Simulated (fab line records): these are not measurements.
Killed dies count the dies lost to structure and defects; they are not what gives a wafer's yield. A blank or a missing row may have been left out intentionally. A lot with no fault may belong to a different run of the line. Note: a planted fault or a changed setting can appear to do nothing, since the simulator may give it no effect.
Chamber matching / flow n5Finfet / N5_BEOL_M4_STRIP_66 on rieDiel-05 has 4 sister chambers
The step strips in CF4. 20 wafers are shown with their chamber, then 10 later ones without.

EACH WAFER AND ITS CHAMBER
wafer=L074.1; chamber=0; showerheadPlenumPTorr (Torr)=1.65; drypumpMotorCurrentA (A)=5.2; oesProductAu (a.u.)=0.76
wafer=L074.2; chamber=1; showerheadPlenumPTorr (Torr)=1.92; drypumpMotorCurrentA (A)=6.6; oesProductAu (a.u.)=1.01
wafer=L074.3; chamber=3; showerheadPlenumPTorr (Torr)=1.78; drypumpMotorCurrentA (A)=5.1; oesProductAu (a.u.)=0.73
wafer=L074.4; chamber=2; showerheadPlenumPTorr (Torr)=1.70; drypumpMotorCurrentA (A)=5.4; oesProductAu (a.u.)=0.69
wafer=L074.5; chamber=0; showerheadPlenumPTorr (Torr)=1.66; drypumpMotorCurrentA (A)=5.3; oesProductAu (a.u.)=0.76
wafer=L074.6; chamber=3; showerheadPlenumPTorr (Torr)=1.78; drypumpMotorCurrentA (A)=5.1; oesProductAu (a.u.)=0.73
wafer=L075.1; chamber=1; showerheadPlenumPTorr (Torr)=1.92; drypumpMotorCurrentA (A)=6.6; oesProductAu (a.u.)=0.97
wafer=L075.4; chamber=0; showerheadPlenumPTorr (Torr)=1.65; drypumpMotorCurrentA (A)=5.3; oesProductAu (a.u.)=0.75
wafer=L075.5; chamber=0; showerheadPlenumPTorr (Torr)=1.65; drypumpMotorCurrentA (A)=5.3; oesProductAu (a.u.)=0.76
wafer=L076.2; chamber=3; showerheadPlenumPTorr (Torr)=1.78; drypumpMotorCurrentA (A)=5.1; oesProductAu (a.u.)=0.72
wafer=L076.3; chamber=2; showerheadPlenumPTorr (Torr)=1.69; drypumpMotorCurrentA (A)=5.4; oesProductAu (a.u.)=0.68
wafer=L076.6; chamber=3; showerheadPlenumPTorr (Torr)=1.78; drypumpMotorCurrentA (A)=5.1; oesProductAu (a.u.)=0.72
wafer=L080.2; chamber=2; showerheadPlenumPTorr (Torr)=1.69; drypumpMotorCurrentA (A)=5.5; oesProductAu (a.u.)=0.68
wafer=L080.3; chamber=0; showerheadPlenumPTorr (Torr)=1.65; drypumpMotorCurrentA (A)=5.3; oesProductAu (a.u.)=0.74
wafer=L080.4; chamber=3; showerheadPlenumPTorr (Torr)=1.78; drypumpMotorCurrentA (A)=5.1; oesProductAu (a.u.)=0.72
wafer=L083.3; chamber=1; showerheadPlenumPTorr (Torr)=1.91; drypumpMotorCurrentA (A)=6.6; oesProductAu (a.u.)=0.93
wafer=L083.4; chamber=0; showerheadPlenumPTorr (Torr)=1.65; drypumpMotorCurrentA (A)=5.3; oesProductAu (a.u.)=0.74
wafer=L083.5; chamber=2; showerheadPlenumPTorr (Torr)=1.69; drypumpMotorCurrentA (A)=5.5; oesProductAu (a.u.)=0.68
wafer=L082.2; chamber=1; showerheadPlenumPTorr (Torr)=1.91; drypumpMotorCurrentA (A)=6.6; oesProductAu (a.u.)=0.93
wafer=L082.3; chamber=2; showerheadPlenumPTorr (Torr)=1.69; drypumpMotorCurrentA (A)=5.4; oesProductAu (a.u.)=0.68

SIGNATURES, as means of the wafers listed above
reading=showerheadPlenumPTorr; chamber 0=1.6517; chamber 1=1.9150; chamber 2=1.6920; chamber 3=1.7800; scatter within a chamber=0.00406
reading=drypumpMotorCurrentA; chamber 0=5.283; chamber 1=6.600; chamber 2=5.440; chamber 3=5.100; scatter within a chamber=0.0356
reading=oesProductAu; chamber 0=0.7517; chamber 1=0.9600; chamber 2=0.6820; chamber 3=0.7240; scatter within a chamber=0.0178
Rule: a wafer lies at a distance from a chamber equal to the root of the sum of squares, over the readings, of (its reading less the chamber's mean, divided by the reading's scatter). The wafer belongs to the nearest chamber; if the next one is less than 2 further off, it can't be placed. The scatter: take each reading less its chamber's mean, square it, sum over the shown wafers, divide by the number of wafers less the number of chambers, and take the root.

WAFERS MISSING THEIR CHAMBER
wafer=L082.6; showerheadPlenumPTorr (Torr)=1.65; drypumpMotorCurrentA (A)=5.3; oesProductAu (a.u.)=0.74
wafer=L084.1; showerheadPlenumPTorr (Torr)=1.91; drypumpMotorCurrentA (A)=6.6; oesProductAu (a.u.)=0.91
wafer=L084.2; showerheadPlenumPTorr (Torr)=1.78; drypumpMotorCurrentA (A)=5.1; oesProductAu (a.u.)=0.71
wafer=L084.5; showerheadPlenumPTorr (Torr)=1.65; drypumpMotorCurrentA (A)=5.3; oesProductAu (a.u.)=0.74
wafer=L086.1; showerheadPlenumPTorr (Torr)=1.77; drypumpMotorCurrentA (A)=5.1; oesProductAu (a.u.)=0.70
wafer=L086.2; showerheadPlenumPTorr (Torr)=1.91; drypumpMotorCurrentA (A)=6.6; oesProductAu (a.u.)=0.90
wafer=L086.5; showerheadPlenumPTorr (Torr)=1.65; drypumpMotorCurrentA (A)=5.3; oesProductAu (a.u.)=0.73
wafer=L088.1; showerheadPlenumPTorr (Torr)=1.90; drypumpMotorCurrentA (A)=5.4; oesProductAu (a.u.)=0.95
wafer=L088.5; showerheadPlenumPTorr (Torr)=1.65; drypumpMotorCurrentA (A)=5.2; oesProductAu (a.u.)=0.73
wafer=L088.6; showerheadPlenumPTorr (Torr)=1.91; drypumpMotorCurrentA (A)=6.6; oesProductAu (a.u.)=0.89

EACH ONE'S CHAMBER
wafer=L082.6; from the rows above=0; in truth=0
wafer=L084.1; from the rows above=1; in truth=1
wafer=L084.2; from the rows above=3; in truth=3
wafer=L084.5; from the rows above=0; in truth=0
wafer=L086.1; from the rows above=3; in truth=3
wafer=L086.2; from the rows above=1; in truth=1
wafer=L086.5; from the rows above=0; in truth=0
wafer=L088.1; from the rows above=can't be placed: 3 or 1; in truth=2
wafer=L088.5; from the rows above=0; in truth=0
wafer=L088.6; from the rows above=1; in truth=1
Correct placement for 9 of the 10. From these rows, 1 cannot be placed; in 0 the true chamber is one of the candidates. Placed wrongly: 0.
